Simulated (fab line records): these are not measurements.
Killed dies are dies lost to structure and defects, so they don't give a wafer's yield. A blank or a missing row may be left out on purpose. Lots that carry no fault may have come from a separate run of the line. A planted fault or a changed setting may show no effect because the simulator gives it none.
Which tool was responsible? -- flow n5-finfet -- Sampling: 7 lots, 21 wafers, 3 of 1938 route steps

== WHAT EACH GAUGE READ, for each wafer ==
N5_BEOL_M11_OCD_MEAS_38.
lot,measured,on,trench-depth-nm (nm)
L273,day 11 06:25,ocd-01,146.9 144.8 147.9
L278,day 11 22:05,ocd-01,151.6 151.4 151.7
L282,day 13 01:06,ocd-02,144.2 152.4 144.6
L286,day 14 02:23,ocd-01,150.2 148.1 149.8
L288,day 14 16:06,ocd-02,149.8 147.6 142.9
L292,day 16 13:47,ocd-01,135.6 131.9 136.5
L293,day 16 15:32,ocd-02,137.1 143.5 135.3

== EACH LOT AND THE TOOL THAT RAN IT (in order: tool; ch and the chambers of the sampled wafers; start) ==
lot,N5_BEOL_M11_ETCH_66,N5_BEOL_M11_TRENCH_ETCH_37
L273,"rie-diel-03 ch 0,1,2, day 11 06:00","rie-diel-03 ch 0,1,2, day 11 06:14"
L278,"rie-diel-01 ch 1,3, day 11 21:40","rie-diel-01 ch 1,3, day 11 21:53"
L282,"rie-diel-02 ch 0,3, day 13 00:41","rie-diel-02 ch 0,3, day 13 00:55"
L286,"rie-diel-02 ch 0,1,2, day 14 01:58","rie-diel-02 ch 0,1,2, day 14 02:12"
L288,"rie-diel-03 ch 0,1,3, day 14 15:41","rie-diel-03 ch 0,1,3, day 14 15:55"
L292,"rie-diel-03 ch 0,1, day 16 13:22","rie-diel-03 ch 0,1, day 16 13:36"
L293,"rie-diel-03 ch 1,2,3, day 16 15:07","rie-diel-03 ch 1,2,3, day 16 15:21"
- N5_BEOL_M11_ETCH_66: etches SOC in N2/H2, target depth 120 nm, overetch 24 nm, time 180 s.
- N5_BEOL_M11_TRENCH_ETCH_37: etches SiCOH lowk in C4F6/O2, target depth 148.83 nm, time 48 s.

== THE ANSWER, worked out from the rows above alone ==
Rule: the usual values come from the lots themselves. Put in order of their means at a reading, lots are off if they are a third of the lots or fewer, leave a main group of 4 or more, and stand apart from it by a gap of 3 or more times the standard deviation of the main group's means; of several such gaps the widest counts. If all means in a main group match to the digits the tables above print for the reading, that group is not used. Also off: a lot with no number at a reading for which 4 or more lots have one. The other lots that the step has rows for count as sound.
Off: L292, L293 (N5_BEOL_M11_OCD_MEAS_38, trench-depth-nm). For the main group the mean is 148.3 nm and the standard deviation 1.9.
A tool fits if, at a process step before that reading, it ran every lot that is off, and no sound lot after the first of them. Those tools and the gauges at N5_BEOL_M11_OCD_MEAS_38 are tried in the same way. One fits: rie-diel-03 at N5_BEOL_M11_ETCH_66 and N5_BEOL_M11_TRENCH_ETCH_37. At N5_BEOL_M11_ETCH_66 its last sound lot is L288 (day 14 15:41), its first lot that is off L292 (day 16 13:22): a fault that began between those two fits.

== WHAT THE SIMULATOR HAD INSERTED ==
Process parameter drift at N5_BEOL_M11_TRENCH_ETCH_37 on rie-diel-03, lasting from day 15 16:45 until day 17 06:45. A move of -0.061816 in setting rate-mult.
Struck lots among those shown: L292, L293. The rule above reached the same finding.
